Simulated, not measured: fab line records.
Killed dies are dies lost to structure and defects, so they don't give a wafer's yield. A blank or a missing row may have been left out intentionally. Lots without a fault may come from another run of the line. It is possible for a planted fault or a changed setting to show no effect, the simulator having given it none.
Chamber matching :: flow n5Finfet :: 3 sister chambers for N5_BEOL_M6_ETCH_65 on rieDiel-03
The step etches SiARC in CF4, target depth 15.6 nm, time 26 s. 3 wafers are shown with their chamber, then 7 later ones without.

== WAFERS, EACH WITH ITS CHAMBER ==
wafer: L086.1
chamber: 0
showerheadPlenumPTorr (Torr): 2.20

wafer: L088.1
chamber: 1
showerheadPlenumPTorr (Torr): 2.26

wafer: L088.2
chamber: 2
showerheadPlenumPTorr (Torr): 2.23

== WAFERS WHOSE CHAMBER IS MISSING ==
wafer: L088.3
showerheadPlenumPTorr (Torr): 2.20

wafer: L089.1
showerheadPlenumPTorr (Torr): 2.22

wafer: L089.4
showerheadPlenumPTorr (Torr): 2.26

wafer: L089.6
showerheadPlenumPTorr (Torr): 2.19

wafer: L091.1
showerheadPlenumPTorr (Torr): 2.19

wafer: L091.4
showerheadPlenumPTorr (Torr): 2.25

wafer: L091.5
showerheadPlenumPTorr (Torr): 2.19

== WHICH CHAMBER EACH ONE RAN IN ==
wafer: L088.3
from the rows above: 0
in truth: 0

wafer: L089.1
from the rows above: can't be placed: 2 or 0
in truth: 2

wafer: L089.4
from the rows above: 1
in truth: 1

wafer: L089.6
from the rows above: 0
in truth: 0

wafer: L091.1
from the rows above: 0
in truth: 0

wafer: L091.4
from the rows above: can't be placed: 1 or 2
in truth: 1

wafer: L091.5
from the rows above: 0
in truth: 0
Correctly placed: 5 of 7. Unplaceable from these rows: 2, with the true chamber sitting among the candidates in 2. Placed wrongly: 0.
How it was worked out, from the rows above alone: a wafer's distance from a chamber is the root of the sum, over the readings, of the square of ((its reading less the chamber's mean) divided by the reading's scatter). If the next closest chamber is less than 2 further off than the closest, the wafer can't be placed; otherwise it belongs to the closest. A chamber's mean is the mean of its shown wafers. The scatter (one wafer shown for each chamber): square how far every hidden wafer sits from the nearest shown wafer, average those squares and take the square root.
